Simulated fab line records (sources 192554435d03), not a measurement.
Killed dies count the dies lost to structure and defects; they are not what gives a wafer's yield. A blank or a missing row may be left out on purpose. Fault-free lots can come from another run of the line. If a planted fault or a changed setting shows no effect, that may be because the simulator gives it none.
Matching of chambers | flow n5_finfet | N5_ILD0_ALD_15 on ald_sin-04: 4 sister chambers
The step deposits SiNx, target thk 24 nm, pulse time 1 s, ald cycles 480. 20 wafers are shown with their chamber, then 10 later ones without.

== WAFERS PAIRED WITH THEIR CHAMBERS ==
wafer  | chamber | heater_power_w (W) | precursor_pulse_height_rel
L074.3 | 0       | 945                | 1.015
L074.5 | 2       | 850                | 0.995
L074.6 | 1       | 985                | 1.003
L075.2 | 3       | 843                | 0.991
L075.4 | 0       | 949                | 1.019
L075.6 | 2       | 876                | 1.004
L076.1 | 2       | 868                | 0.988
L076.4 | 1       | 980                | 1.026
L076.5 | 0       | 973                | 0.977
L078.1 | 2       | 873                | 0.988
L078.5 | 1       | 1010               | 1.001
L078.6 | 0       | 933                | 1.012
L079.1 | 3       | 834                | 0.991
L079.2 | 0       | 955                | 1.041
L079.3 | 1       | 1011               | 1.025
L081.1 | 1       | 997                | 1.037
L081.2 | 0       | 927                | 1.008
L081.5 | 2       | 877                | 1.014
L083.2 | 2       | 876                | 1.010
L083.4 | 3       | 816                | 0.989

SIGNATURES (averages over the wafers above)
reading                    | chamber 0 | chamber 1 | chamber 2 | chamber 3 | scatter within a chamber
heater_power_w             | 947.00    | 996.60    | 870.00    | 831.00    | 13.8
precursor_pulse_height_rel | 1.01200   | 1.01840   | 0.99983   | 0.99033   | 0.0153
Rule: for each reading, subtract the chamber's mean from the wafer's reading, divide by that reading's scatter and square the result; add these up over the readings and take the root, which gives the wafer's distance from the chamber. The wafer belongs to the nearest chamber; if the next one is less than 2 further off, it can't be placed. How the scatter is found: for the shown wafers, subtract from each reading the mean of its chamber, square and add these, divide the total by (wafers less chambers), then take the root.

== WAFERS MISSING THEIR CHAMBER ==
wafer  | heater_power_w (W) | precursor_pulse_height_rel
L083.6 | 942                | 0.968
L088.2 | 950                | 1.006
L088.4 | 835                | 1.019
L088.5 | 873                | 1.039
L092.1 | 886                | 0.994
L092.3 | 936                | 1.013
L092.4 | 973                | 1.048
L097.1 | 935                | 0.987
L097.5 | 885                | 0.989
L097.6 | 847                | 0.988

== WHICH CHAMBER EACH ONE RAN IN ==
wafer  | from the rows above     | in truth
L083.6 | 0                       | 0
L088.2 | 0                       | 0
L088.4 | can't be placed: 3 or 2 | 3
L088.5 | can't be placed: 2 or 3 | 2
L092.1 | 2                       | 2
L092.3 | 0                       | 0
L092.4 | can't be placed: 1 or 0 | 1
L097.1 | 0                       | 0
L097.5 | 2                       | 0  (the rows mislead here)
L097.6 | can't be placed: 3 or 2 | 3
Correct placement for 5 of the 10. Unplaceable from these rows: 4, with the true chamber sitting among the candidates in 4. Number placed wrongly: 1.
